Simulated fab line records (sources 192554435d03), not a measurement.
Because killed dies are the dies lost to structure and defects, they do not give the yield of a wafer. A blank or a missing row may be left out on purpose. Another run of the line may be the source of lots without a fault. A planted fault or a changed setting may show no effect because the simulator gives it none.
Chamber matching :: flow n5-finfet :: N5_HKMG_FIN_ETCH_55 on rie-diel-06 has 4 sister chambers
The step etches SOC in N2/H2, target depth 240 nm, time 300 s. 4 wafers are shown with their chamber, then 7 later ones without.

## WAFERS PAIRED WITH THEIR CHAMBERS
wafer: L078.5
chamber: 1
showerhead-plenum-p-Torr (Torr): 2.61

wafer: L083.4
chamber: 2
showerhead-plenum-p-Torr (Torr): 2.50

wafer: L085.3
chamber: 3
showerhead-plenum-p-Torr (Torr): 2.51

wafer: L085.5
chamber: 0
showerhead-plenum-p-Torr (Torr): 2.49

## WAFERS WHOSE CHAMBER IS MISSING
wafer: L085.6
showerhead-plenum-p-Torr (Torr): 2.52

wafer: L091.1
showerhead-plenum-p-Torr (Torr): 2.59

wafer: L091.4
showerhead-plenum-p-Torr (Torr): 2.49

wafer: L091.5
showerhead-plenum-p-Torr (Torr): 2.49

wafer: L094.2
showerhead-plenum-p-Torr (Torr): 2.49

wafer: L094.3
showerhead-plenum-p-Torr (Torr): 2.48

wafer: L094.4
showerhead-plenum-p-Torr (Torr): 2.59

## EACH ONE'S CHAMBER
wafer: L085.6
from the rows above: can't be placed: 3 or 2 or 0
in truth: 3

wafer: L091.1
from the rows above: 1
in truth: 1

wafer: L091.4
from the rows above: can't be placed: 0 or 2 or 3
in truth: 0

wafer: L091.5
from the rows above: can't be placed: 0 or 2 or 3
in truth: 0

wafer: L094.2
from the rows above: can't be placed: 0 or 2 or 3
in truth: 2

wafer: L094.3
from the rows above: can't be placed: 0 or 2 or 3
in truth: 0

wafer: L094.4
from the rows above: 1
in truth: 1
Correctly placed: 2 of 7. From these rows, 5 cannot be placed; in 5 the true chamber is one of the candidates. Number placed wrongly: 0.
How it was worked out, from the rows above alone: a wafer's distance from a chamber is the root of the sum, over the readings, of the square of ((its reading less the chamber's mean) divided by the reading's scatter). The wafer belongs to the nearest chamber; if the next one is less than 2 further off, it can't be placed. The mean given for a chamber averages the wafers shown for that chamber. The scatter (one wafer shown for each chamber): square how far every hidden wafer sits from the nearest shown wafer, average those squares and take the square root.
